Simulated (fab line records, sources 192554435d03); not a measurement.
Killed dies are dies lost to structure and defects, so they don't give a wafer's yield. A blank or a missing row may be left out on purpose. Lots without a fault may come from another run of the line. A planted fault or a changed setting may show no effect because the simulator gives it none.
One fault seen from 2 desks | flow n5_finfet | each desk has only its own numbers; what lay behind them comes last

THE METROLOGY DESK
What the gauges read, lot by lot, whatever tool the lot ran on: means of the sampled wafers that have a number. A lot is out of limits, marked OUT, if its mean lies more than 4 standard deviations from the usual mean; the brackets give that distance. Of its 11 readings 7 are shown: those that lie furthest out on some lot.
Columns: A = DIBL_N at N5_BEOL_M4_RC_MEAS_101, usual 36.6 mV/V; B = IOFF_N at N5_BEOL_M4_RC_MEAS_101, usual 0.17 nA/um; C = IOFF_P at N5_BEOL_M4_RC_MEAS_101, usual 0.22 nA/um; D = ION_N at N5_BEOL_M4_RC_MEAS_101, usual 674 uA/um; E = ION_P at N5_BEOL_M4_RC_MEAS_101, usual 461 uA/um; F = VT_N at N5_BEOL_M4_RC_MEAS_101, usual 249 mV; G = VT_P at N5_BEOL_M4_RC_MEAS_101, usual -250 mV
lot  | first seen here | A    | B    | C    | D   | E   | F   | G
L707 | day 6 19:51     | 37.5 | 0.18 | 0.23 | 685 | 466 | 248 | -250
L708 | day 6 20:42     | 37.4 | 0.23 | 0.31 | 699 | 478 | 243 | -241
L718 | day 9 04:05     | 33.6 | 0.12 | 0.18 | 657 | 460 | 255 | -251
L719 | day 9 11:02     | 36.3 | 0.16 | 0.20 | 665 | 451 | 251 | -252
L722 | day 10 01:22    | 37.5 | 0.20 | 0.23 | 698 | 468 | 245 | -250
L728 | day 11 09:32    | 36.7 | 0.16 | 0.17 | 666 | 452 | 253 | -252
This desk's finding: nothing out of limits on any of the 6 lots.

THE TOOL OWNER'S DESK: rie_diel-05
The tool's own readings at N5_BEOL_M0_SAQP_ETCH_107 (etches SiNx in CH3F/O2, target depth 30 nm): means of the sampled wafers that have a number, for each lot that ran on this tool. A lot is out of limits, marked OUT, if its mean lies more than 4 standard deviations from the usual mean; the brackets give that distance.
Columns: A = bias_w at N5_BEOL_M0_SAQP_ETCH_107, usual 73.03 W; B = drypump_motor_current_A at N5_BEOL_M0_SAQP_ETCH_107, usual 5.6 A; C = oes_product_au at N5_BEOL_M0_SAQP_ETCH_107, usual 0.79 a.u.; D = rf_vpp_V at N5_BEOL_M0_SAQP_ETCH_107, usual 299 V; E = showerhead_plenum_p_Torr at N5_BEOL_M0_SAQP_ETCH_107, usual 2.01 Torr; F = throttle_valve_pct at N5_BEOL_M0_SAQP_ETCH_107, usual 16.3 %
lot  | first seen here | A               | B   | C    | D              | E    | F
L708 | day 6 21:32     | 73.10           | 5.7 | 0.88 | 292            | 1.95 | 16.0
L718 | day 9 04:54     | 58.09 (-62) OUT | 6.2 | 0.74 | 252 (-5.3) OUT | 2.04 | 16.5
L719 | day 9 11:54     | 57.85 (-63) OUT | 5.7 | 0.80 | 242 (-6.4) OUT | 1.94 | 16.1
This desk's finding: out of limits on L718, L719; first on L718, day 9 04:54 (bias_w at N5_BEOL_M0_SAQP_ETCH_107). In limits: L708.

PUT TOGETHER
The tool owner's desk could have raised an alarm at day 9 04:54, on L718, L719.
The metrology desk saw nothing out of limits.
The metrology desk has L718, L719 on record, within its limits.
Of the lots named, all ran N5_BEOL_M0_SAQP_ETCH_107 on rie_diel-05.

WHAT THE SIMULATOR HAD PUT IN
Process parameter drift: rie_diel-05, from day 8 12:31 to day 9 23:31, at N5_BEOL_M0_SAQP_ETCH_107. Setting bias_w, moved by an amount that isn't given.
Lots struck among those shown: L718, L719.
Hours from the fault's start to each desk's first reading out of limits: the tool owner's desk, 16.
